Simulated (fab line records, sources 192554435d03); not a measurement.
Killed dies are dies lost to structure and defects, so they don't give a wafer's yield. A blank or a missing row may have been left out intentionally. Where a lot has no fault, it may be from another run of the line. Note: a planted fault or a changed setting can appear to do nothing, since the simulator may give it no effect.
Comparing a struck lot with a sound one + flow n5_finfet + 19 steps out of a route of 1938
Sound: the wafers L589.1, L589.3, L589.5. The struck wafers were L606.1, L606.4. The cause comes at the end.
Order at every step that has rows: each side's tool, ch and its chambers, its first start. Under that, the readings that differ: sound wafers + struck wafers + difference of the means + sigmas: that difference in standard deviations of wafers without a fault.
alike: readings with means less than 2 such deviations apart, plus words and numbers identical on both sides. not compared: withheld readings, readings lacking a value on some wafer, bounds such as >300 that could conceal the same value, and numbers that have no deviation in the record and whose values overlap.
A row with sigmas, a row that says differs or no value, or rows on one side alone: a step with any of these is where the two part. Non-overlapping numbers with no deviation appear without sigmas and do not part them. A reading missing from all wafers of one side parts the sides only when that side holds two or more wafers.

N5_BEOL_M1_INSPECT_30: inspects for defects (brightfield).
  sound on defect_inspect-01, day 6 13:21; struck on defect_inspect-02, day 10 12:46
  alike: raw_defect_count
N5_BEOL_M1_DESCUM_33: chemistry O2, time 7 s.
  sound on rie_diel-03 ch 1,2, day 6 13:23; struck on rie_diel-03 ch 0,3, day 10 12:49
  alike: drypump_motor_current_A, oes_product_au, rf_vpp_V, showerhead_plenum_p_Torr, throttle_valve_pct
  not compared: rf_hours_counter_h
N5_BEOL_M1_ETCH_77: etches underlayer in N2/H2, target depth 6.5 nm, time 5.2 s.
  sound on rie_diel-03 ch 1,2, day 6 13:25; struck on rie_diel-03 ch 0,3, day 10 12:50
  alike: drypump_motor_current_A, etch_rf_on_time_s, oes_product_au, rf_vpp_V, showerhead_plenum_p_Torr, throttle_valve_pct
  not compared: rf_hours_counter_h
N5_BEOL_M1_ETCH_69: etches SiARC in CF4, target depth 15.6 nm, time 26 s.
  sound on rie_diel-03 ch 1,2, day 6 13:26; struck on rie_diel-03 ch 0,3, day 10 12:52
  alike: drypump_motor_current_A, etch_rf_on_time_s, oes_product_au, rf_vpp_V, showerhead_plenum_p_Torr, throttle_valve_pct
  not compared: rf_hours_counter_h
then, 1 step without rows for these wafers: N5_BEOL_M1_ALD_98 (deposits SiO2, target thk 2.5 nm, pulse time 1 s, co reactant pulse time 1 s).
N5_BEOL_M1_ETCHBACK_99: etches SiO2 in CHF3, target depth 5 nm, time 10.4 s.
  sound on rie_diel-04 ch 0,3, day 6 17:50; struck on rie_diel-04 ch 0, day 10 21:33
  alike: drypump_motor_current_A, oes_product_au, rf_vpp_V, showerhead_plenum_p_Torr, throttle_valve_pct
  not compared: rf_hours_counter_h
then, 6 steps without rows for these wafers: N5_BEOL_M1_ETCH_70 (etches SOC in N2/H2, target depth 80 nm, overetch 16 nm, time 120 s); N5_BEOL_M1_STRIP_71 (strips in N2/H2); N5_BEOL_M1_STRIP_78 (strips in N2/H2); N5_BEOL_M1_VIA_ETCH_34 (etches the open film in C4F6/O2, target depth 67.8 nm, time 64.4 s); N5_BEOL_M1_STRIP_83 (strips in C4F6/O2); N5_BEOL_M1_STRIP_36 (strips in N2/H2).
N5_BEOL_M1_TRENCH_ETCH_37: etches SiOC in C4F6/O2, target depth 55.207 nm, time 29 s.
  sound on rie_diel-04 ch 0,3, day 6 18:05; struck on rie_diel-04 ch 0, day 10 21:47
| reading                             | sound            | struck      | difference | sigmas |
|-------------------------------------|------------------|-------------|------------|--------|
| run_length_s (s)                    | 52.0 51.7 52.1   | 50.6 51.1   | -1.1       | -2     |
| model.BEOL_M1.feature_depth_nm (nm) | 55.8 55 56.4     | 52.8 53     | -2.8       |        |
| model.etch.depth_nm (nm)            | 55.7 54.98 56.43 | 52.88 52.94 | -2.79      |        |
  alike: C4F6_flow_sccm, drypump_motor_current_A, oes_product_au, rf_vpp_V, showerhead_plenum_p_Torr, throttle_valve_pct
  not compared: rf_hours_counter_h
N5_BEOL_M1_ETCH_41: etches SiCN in CH3F/O2, target depth 31.9 nm, time 57.8 s.
  sound on rie_diel-04 ch 0,3; struck on rie_diel-04 ch 0
  alike: drypump_motor_current_A, oes_product_au, rf_vpp_V, run_length_s, showerhead_plenum_p_Torr, throttle_valve_pct
  not compared: rf_hours_counter_h
then, 1 step without rows for these wafers: N5_BEOL_M1_STRIP_97 (strips in N2/H2, time 10 s).
N5_BEOL_M1_OCD_MEAS_38:
  sound on ocd-01, day 6 18:14; struck on ocd-02, day 10 21:56
| reading              | sound          | struck    | difference | sigmas |
|----------------------|----------------|-----------|------------|--------|
| trench_depth_nm (nm) | 55.5 55.4 56.5 | 52.7 53.0 | -2.9       | -3     |
then, 1 step without rows for these wafers: N5_BEOL_M1_HM_STRIP_39 (strips TiN in peroxide tin strip, target depth 25 nm, time 158 s).
N5_BEOL_M4_RC_MEAS_101:
  sound on prober-02 ch 0, day 8 13:09; struck on prober-01 ch 0, day 12 07:47
| reading       | sound          | struck    | difference | sigmas |
|---------------|----------------|-----------|------------|--------|
| DIBL_P (mV/V) | 36.7 41.6 37.8 | 30.3 32.6 | -7.2       | -3     |
| SS_N (mV/dec) | 71.7 72.5 72.4 | 70.1 70.9 | -1.7       | -3     |
| SS_P (mV/dec) | 73.2 74.6 74.1 | 71.5 72.6 | -1.9       | -3     |
  alike: DIBL_N, IOFF_N, IOFF_P, ION_N, ION_P, VT_N, VT_P
-- record jumps: 4 days separate the struck wafers' starts on either side; left off in module BEOL_M4, taken up again in module PASSIVATION, whose first shown step is the route's number 1936 --
N5_PASSIVATION_PROBE_49:
  sound on prober-02, day 13 05:55; struck on prober-02, day 16 08:26
| reading            | sound    | struck | difference | sigmas |
|--------------------|----------|--------|------------|--------|
| killed_at_M0_to_M3 | 25 32 14 | 63 46  | +31        | +3     |
| killed_short       | 26 34 25 | 44 42  | +15        | +2     |
  alike: defect_limited_yield, killed_at_M4_up, killed_at_contacts, killed_at_front_end, killed_at_other, killed_dies, killed_open, sort_bin_5_function, sort_bin_6_memory, sort_n_pass, sort_yield_pct

== WHERE THEY PART ==
Earliest at N5_BEOL_M1_TRENCH_ETCH_37; latest, in this record, at N5_PASSIVATION_PROBE_49.

WHY: the cause the simulator had injected
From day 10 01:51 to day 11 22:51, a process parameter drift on rie_diel-04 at N5_BEOL_M1_TRENCH_ETCH_37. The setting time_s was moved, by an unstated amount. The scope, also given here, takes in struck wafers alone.
